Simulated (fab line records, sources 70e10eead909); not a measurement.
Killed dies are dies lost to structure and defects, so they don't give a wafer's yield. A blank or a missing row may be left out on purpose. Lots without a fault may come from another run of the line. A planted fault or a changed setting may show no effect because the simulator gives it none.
fab line records | flow nand_harc
record lots=14 wafers=42 last_day=33
route steps=1302 shown P_START@1 P_ZERO_WELL@61 P_GATE@139
lots that met no fault: from a run of the same line without faults
start_h: hours from the record's first day to the start of the lot's first wafer shown | wait_h: hours since the lot's step before | " the same as in the row above | L1.1+2: a row that stands for several wafers | - no value, or no start given | * or withheld: withheld | < > ~ a bound
route shown NAME@n: a module of which the file shows steps, and the number in the route of the first | usual: mean/standard deviation of fault-free wafers | same: alike in all rows | chamber/n: place in a boat | sites: the reading at each site | _std_site: their standard deviation | _edge_site: outer sites' mean less inner sites' | radius_mm: how far each site lies from the wafer's centre | mask NAME#n: copy n | behind: the tool/chamber that last shaped the wafer | hold: why the lot was held/for how many hours/how that ended | device: the transistor (n, p or np) that didn't switch | end of line: the same wafers' tests at the end of the route | a step without rows: its recipe alone | killed: dies lost to structure and defects at the first sort, not the wafer's yield | map: a wafer's dies, x killed, . not, _ none there
set.NAME: the setting as run; set.NAME@STEP: as run at that earlier step | model.NAME: the simulator's own value behind a step, which no gauge read
steps of the route over a sample of lots; a table a step, a row a wafer
services: from which hour (start_h, from the record's first day; less than 0 if before it) a tool's chamber was out of use, for how many hours, and why
## steps
# step NHARC_P_START_INSPECT_01
# usual raw_defect_count=3.5/1.8
# columns lot.wafer tool chamber start_h wait_h raw_defect_count
L257.1 defect_inspect-01 - 20.04 - 4
L257.3 " - " " 4
L257.4 " - " " 0
L258.3 defect_inspect-01 - 30.04 - 0
L258.4 " - " " 2
L258.6 " - " " 3
L261.2 defect_inspect-02 - 60.04 - 5
L261.3 " - " " 2
L261.6 " - " " 3
L262.2 defect_inspect-01 - 70.05 - 2
L262.3 " - " " 3
L262.5 " - " " 3
L265.1 defect_inspect-01 - 100.04 - 6
L265.4 " - " " 5
L265.5 " - " " 3
L266.2 defect_inspect-02 - 110.04 - 5
L266.4 " - " " 6
L266.5 " - " " 2
L267.1 defect_inspect-02 - 120.03 - 7
L267.3 " - " " 4
L267.4 " - " " 3
L269.1 defect_inspect-01 - 140.04 - 3
L269.4 " - " " 6
L269.5 " - " " 3
L275.3 defect_inspect-01 - 200.04 - 4
L275.5 " - " " 4
L275.6 " - " " 3
L276.1 defect_inspect-02 - 210.04 - 2
L276.2 " - " " 3
L276.3 " - " " 4
L277.1 defect_inspect-02 - 220.04 - 4
L277.2 " - " " 6
L277.3 " - " " 2
L278.2 defect_inspect-02 - 230.04 - 5
L278.4 " - " " 3
L278.5 " - " " 3
L279.2 defect_inspect-01 - 240.04 - 2
L279.4 " - " " 9
L279.5 " - " " 7
L280.1 defect_inspect-01 - 250.04 - 4
L280.5 " - " " 6
L280.6 " - " " 3
# step NHARC_P_ZERO_WELL_DESCUM_54
# recipe time_s=3 o2_flow_sccm=200 ar_flow_sccm=0 bias_power_w=0 chemistry=O2
# usual drypump_motor_current_A=5.6/0.48 oes_product_au=1.000/0.0081 rf_vpp_V=57.8/0.9 showerhead_plenum_p_Torr=1.91/0.066 throttle_valve_pct=11.310/0.009
# columns lot.wafer tool chamber start_h wait_h drypump_motor_current_A oes_product_au rf_hours_counter_h rf_vpp_V showerhead_plenum_p_Torr throttle_valve_pct
L257.4 rie_diel-04 3 25.86 - 6.2 0.984 4 56.9 1.84 11.309
L257.1 " 0 " " 5.5 1.003 5 57.9 1.90 11.305
L257.3 " 1 " " 5.7 0.991 5 57.5 1.95 11.305
L258.4 rie_diel-07 0 35.93 - 6.3 1.008 30 58.3 1.90 11.290
L258.3 " 3 " " 5.3 1.004 29 57.7 1.99 11.317
L258.6 " 1 " " 5.7 0.994 - 59.7 1.96 11.307
L261.3 rie_diel-07 2 66.09 - 6.7 0.999 34 57.0 1.98 11.313
L261.2 " 3 " " 5.3 0.998 42 56.6 1.98 11.301
L261.6 " 0 " " 6.3 1.005 - 57.9 1.90 11.302
L262.3 rie_diel-04 2 75.90 - 5.3 0.976 22 57.9 1.86 11.308
L262.2 " 3 " " 6.2 0.994 21 58.2 1.83 11.304
L262.5 " 3 " " 6.2 0.995 - 58.0 1.83 11.310
L265.1 rie_diel-04 0 106.62 - 5.5 0.994 35 56.4 1.89 11.310
L265.4 " 3 " " 6.2 0.999 32 57.5 1.83 11.326
L265.5 " 1 " " 5.7 0.994 - 59.1 1.94 11.314
L266.2 rie_diel-01 0 115.94 - 5.7 1.013 24 57.6 1.88 11.314
L266.4 " 1 " " 5.1 1.004 21 55.3 1.79 11.303
L266.5 " 0 " " 5.7 1.001 - 57.0 1.88 11.311
L267.1 rie_diel-01 2 126.12 - 5.1 1.003 23 58.1 1.95 11.319
L267.4 " 3 " " 5.1 1.005 28 57.3 2.02 11.307
L267.3 " 1 " " 5.1 1.006 25 57.0 1.79 11.299
L269.1 rie_diel-04 1 162.79 - 5.7 0.999 60 56.3 1.93 11.313
L269.4 " 0 " " 5.5 0.997 60 57.2 1.89 11.308
L269.5 " 1 " " 5.7 0.993 - 57.0 1.93 11.318
L275.3 rie_diel-07 0 206.38 - 6.3 1.013 26 58.5 1.88 11.306
L275.5 " 1 " " 5.7 1.003 - 56.6 1.94 11.320
L275.6 " 2 " " 6.7 1.009 - 58.2 1.96 11.313
L276.2 rie_diel-04 1 215.79 - 5.7 1.002 12 58.4 1.93 11.299
L276.1 " 2 " " 5.3 0.990 10 57.7 1.85 11.301
L276.3 " 0 " " 5.5 0.992 9 57.8 1.88 11.318
L277.2 rie_diel-07 3 225.91 - 5.3 1.017 35 58.3 1.97 11.333
L277.1 " 0 " " 6.3 1.008 30 58.5 1.88 11.321
L277.3 " 1 " " 5.7 1.006 27 56.5 1.94 11.309
L278.4 rie_diel-07 0 235.89 - 6.3 1.000 32 56.3 1.88 11.300
L278.2 " 2 " " 6.7 1.005 33 58.8 1.96 11.301
L278.5 " 0 " " 6.3 1.001 - 57.7 1.88 11.296
L279.4 rie_diel-01 1 245.96 - 5.1 1.001 9 57.4 1.78 11.325
L279.2 " 2 " " 5.1 0.998 9 58.0 1.94 11.321
L279.5 " 0 " " 5.7 1.002 - 56.6 1.87 11.322
L280.1 rie_diel-01 1 255.95 - 5.1 1.011 11 56.8 1.78 11.317
L280.5 " 1 " " 5.0 1.003 - 57.4 1.78 11.305
L280.6 " 2 " " 5.1 1.000 - 58.5 1.94 11.317
# step NHARC_P_GATE_PEB_24
# recipe peb_temp_c=100 peb_time_s=65
# usual heater_power_total_W=156.6/0.43 plate_temp_C=99.98/0.15 resist_line_temp_C=23.01/0.11
# columns lot.wafer tool chamber start_h wait_h heater_power_total_W plate_temp_C resist_line_temp_C
L257.1 litho_track-06 0 93.94 0.1 156.8 99.77 23.00
L257.3 " 0 " " 156.0 99.70 23.05
L257.4 " 0 " " 157.2 99.70 22.94
L258.3 litho_track-06 0 108.68 0.0 157.1 99.77 23.09
L258.4 " 0 " " 156.0 99.68 22.83
L258.6 " 0 " " 156.9 99.63 23.05
L261.2 litho_track-06 0 140.05 0.1 157.2 100.10 22.90
L261.3 " 0 " " 156.4 99.87 23.05
L261.6 " 0 " " 156.0 99.93 22.98
L262.2 litho_track-01 0 146.56 0.1 156.9 99.97 23.03
L262.3 " 0 " " 156.3 99.86 22.85
L262.5 " 0 " " 156.2 100.01 23.07
L265.1 litho_track-04 0 182.11 0.1 156.0 100.00 23.17
L265.4 " 0 " " 156.6 99.73 22.97
L265.5 " 0 " " 157.2 99.72 23.14
L266.2 litho_track-01 0 183.53 0.1 157.0 99.98 23.10
L266.4 " 0 " " 156.6 100.13 23.07
L266.5 " 0 " " 156.2 99.93 23.01
L267.1 litho_track-01 0 205.34 0.1 156.5 99.98 22.94
L267.3 " 0 " " 156.3 99.88 23.08
L267.4 " 0 " " 157.1 100.03 23.05
L269.1 litho_track-01 0 241.58 0.1 157.1 99.88 22.98
L269.4 " 0 " " 155.9 100.13 22.92
L269.5 " 0 " " 156.2 100.07 22.78
L275.3 litho_track-01 0 282.56 0.0 139.0 91.58 23.10
L275.5 " 0 " " 139.1 91.62 22.96
L275.6 " 0 " " 138.7 91.51 23.05
L276.1 litho_track-04 0 294.12 0.1 157.1 99.97 22.89
L276.2 " 0 " " 157.0 99.88 22.98
L276.3 " 0 " " 156.4 100.00 23.04
L277.1 litho_track-01 0 305.61 0.1 138.7 91.45 22.94
L277.2 " 0 " " 138.4 91.45 22.94
L277.3 " 0 " " 138.8 91.24 23.03
L279.2 litho_track-06 0 311.50 0.1 157.1 99.97 23.06
L279.4 " 0 " " 156.0 99.90 22.93
L279.5 " 0 " " 156.0 99.82 23.04
L278.2 litho_track-04 0 312.06 0.1 157.1 100.07 23.08
L278.4 " 0 " " 155.9 99.96 22.98
L278.5 " 0 " " 156.7 99.87 23.01
L280.1 litho_track-04 0 323.99 0.1 157.0 100.25 23.18
L280.5 " 0 " " 156.1 100.25 23.31
L280.6 " 0 " " 157.0 100.31 23.18
# step NHARC_P_GATE_CD_MEAS_26
# recipe target_cd_nm=120 landing_energy_ev=500
# usual cd_nm=119.9/0.55
# columns lot.wafer tool chamber start_h wait_h cd_nm
L257.1 cd_sem-01 0 94.02 - 119.7
L257.3 " 0 " " 119.2
L257.4 " 0 " " 118.8
L258.3 cd_sem-03 0 108.76 - 119.1
L258.4 " 0 " " 119.4
L258.6 " 0 " " 119.7
L261.2 cd_sem-02 0 140.13 - 120.1
L261.3 " 0 " " 120.3
L261.6 " 0 " " 119.4
L262.2 cd_sem-03 0 146.64 - 120.3
L262.3 " 0 " " 120.4
L262.5 " 0 " " 119.7
L265.1 cd_sem-01 0 182.18 - 119.7
L265.4 " 0 " " 120.2
L265.5 " 0 " " 119.3
L266.2 cd_sem-01 0 183.61 - 120.2
L266.4 " 0 " " 119.7
L266.5 " 0 " " 119.9
L267.1 cd_sem-02 0 205.42 - 120.6
L267.3 " 0 " " 120.1
L267.4 " 0 " " 119.7
L269.1 cd_sem-02 0 241.66 - 120.7
L269.4 " 0 " " 120.2
L269.5 " 0 " " 120.1
L275.3 cd_sem-01 0 282.65 - 158.6
L275.5 " 0 " " 158.0
L275.6 " 0 " " 158.2
L276.1 cd_sem-03 0 294.20 - 119.5
L276.2 " 0 " " 119.8
L276.3 " 0 " " 119.9
L277.1 cd_sem-01 0 305.68 - 155.7
L277.2 " 0 " " 156.0
L277.3 " 0 " " 155.6
L279.2 cd_sem-01 0 311.58 - 120.0
L279.4 " 0 " " 120.5
L279.5 " 0 " " 120.1
L278.2 cd_sem-01 0 312.14 - 120.8
L278.4 " 0 " " 119.9
L278.5 " 0 " " 120.8
L280.1 cd_sem-03 0 324.07 - 119.8
L280.5 " 0 " " 119.4
L280.6 " 0 " " 120.0
# step NHARC_P_GATE_STRIP_75
# recipe power_w=1500 temp_c=250 chemistry=O2
# usual drypump_motor_current_A=5.56/0.13 heater_power_w=343/27
# columns lot.wafer tool chamber start_h wait_h drypump_motor_current_A heater_power_w rf_hours_counter_h
L257.1 plasma_asher-02 0 106.74 0.2 5.82 378 4
L257.4 " 1 " " 5.64 376 -
L257.3 " 0 " " 5.83 370 -
L258.3 plasma_asher-02 0 121.42 0.2 5.79 363 -
L258.4 " 1 " " 5.63 389 -
L258.6 " 1 " " 5.61 393 -
L261.2 plasma_asher-02 0 162.26 0.3 5.81 367 15
L261.3 " 0 " " 5.81 370 -
L261.6 " 0 " " 5.82 363 -
L262.2 plasma_asher-01 0 162.61 0.2 5.43 329 36
L262.3 " 0 " " 5.41 332 -
L262.5 " 1 " " 5.56 332 -
L266.2 plasma_asher-02 0 196.41 0.2 5.82 377 24
L266.4 " 0 " " 5.80 371 -
L266.5 " 1 " " 5.65 385 -
L265.1 plasma_asher-01 0 197.35 0.2 5.42 313 4
L265.4 " 1 " " 5.55 331 -
L265.5 " 0 " " 5.44 322 -
L267.1 plasma_asher-01 0 218.30 0.3 5.43 319 7
L267.4 " 0 " " 5.44 314 -
L267.3 " 1 " " 5.55 336 -
L269.1 plasma_asher-01 0 254.27 0.3 5.43 320 14
L269.4 " 0 " " 5.45 312 -
L269.5 " 1 " " 5.54 329 -
L275.3 plasma_asher-01 1 295.60 0.1 5.54 337 -
L275.5 " 0 " " 5.43 318 -
L275.6 " 1 " " 5.57 339 -
L276.2 plasma_asher-01 0 307.42 0.3 5.43 323 27
L276.1 " 1 " " 5.54 335 27
L276.3 " 0 " " 5.44 336 -
L277.2 plasma_asher-01 0 318.48 0.3 5.42 319 29
L277.1 " 1 " " 5.56 327 29
L277.3 " 1 " " 5.57 332 -
L279.2 plasma_asher-01 1 326.45 0.2 5.53 344 31
L279.4 " 1 " " 5.55 336 -
L279.5 " 0 " " 5.42 315 -
L278.2 plasma_asher-01 0 327.20 0.3 5.42 321 31
L278.4 " 1 " " 5.57 336 -
L278.5 " 1 " " 5.54 335 -
L280.1 plasma_asher-01 1 336.95 0.2 5.56 321 35
L280.5 " 0 " " 5.45 319 -
L280.6 " 1 " " 5.55 327 -
## services
# columns tool chamber start_h hours kind
rie_diel-04 - 2.86 9.0 pm
litho_track-06 - 4.00 7.0 pm
rie_diel-01 - 27.75 9.0 pm
litho_track-04 - 28.00 7.0 pm
rie_diel-07 2 51.25 2.8 repair
rie_diel-01 2 60.43 7.4 repair
plasma_asher-02 - 72.27 9.0 pm
rie_diel-07 - 79.50 2.4 repair
rie_diel-01 1 86.93 8.1 repair
rie_diel-07 3 97.82 2.0 repair
rie_diel-07 - 117.47 9.0 pm
litho_track-01 - 155.00 7.0 pm
plasma_asher-01 - 165.11 9.0 pm
rie_diel-07 2 176.40 1.7 repair
litho_track-06 - 179.00 7.0 pm
rie_diel-04 - 180.29 9.0 pm
rie_diel-04 0 191.39 6.0 repair
litho_track-04 - 203.00 7.0 pm
rie_diel-07 2 207.60 7.9 repair
rie_diel-07 2 255.00 1.6 repair
rie_diel-04 1 294.02 4.2 repair
rie_diel-07 - 294.47 9.0 pm
rie_diel-07 - 316.59 0.5 repair
litho_track-01 - 330.00 7.0 pm
## key
first_sign step=NHARC_P_GATE_PEB_24 reading=plate_temp_C direction=down sigmas=56 usual=* struck=*
effect step=NHARC_P_GATE_PEB_24 reading=heater_power_total_W direction=down sigmas=41 usual=* struck=*
effect step=NHARC_P_GATE_CD_MEAS_26 reading=cd_nm direction=up sigmas=67 usual=119.9 struck=157.0
met_at NHARC_P_GATE_PEB_24
struck_lots L275,L277
later_rows_left_out L275.3,L275.5,L275.6,L277.1,L277.2,L277.3
sort_left_out L275.3,L275.5,L275.6,L277.1,L277.2,L277.3
tester_left_out L275,L277
not_acting_at NHARC_P_START_INSPECT_01,NHARC_P_ZERO_WELL_DESCUM_54,NHARC_P_GATE_STRIP_75
onset_between 241.58 282.56
fault kind=process_parameter_drift tool=litho_track-01 chamber=- onset_h=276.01 steps=NHARC_P_GATE_PEB_24 channel=peb_temp_c offset=* shape=step end_h=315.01 acts_in=* stated=*
# tester_left_out: of these lots the tester's yield and bins aren't shown, on N5 and GAA mostly nor the transistor test; their killed dies are dies lost to structure and defects alone, not to doping, threshold or leakage, so they don't give the yield
# sort_left_out: the simulated sort isn't trusted on such a fault, so these wafers' sort isn't shown, and their yield isn't known
# later_rows_left_out: the simulator's readings of these wafers behind a module that went badly wrong aren't trusted and aren't shown, but for the sort
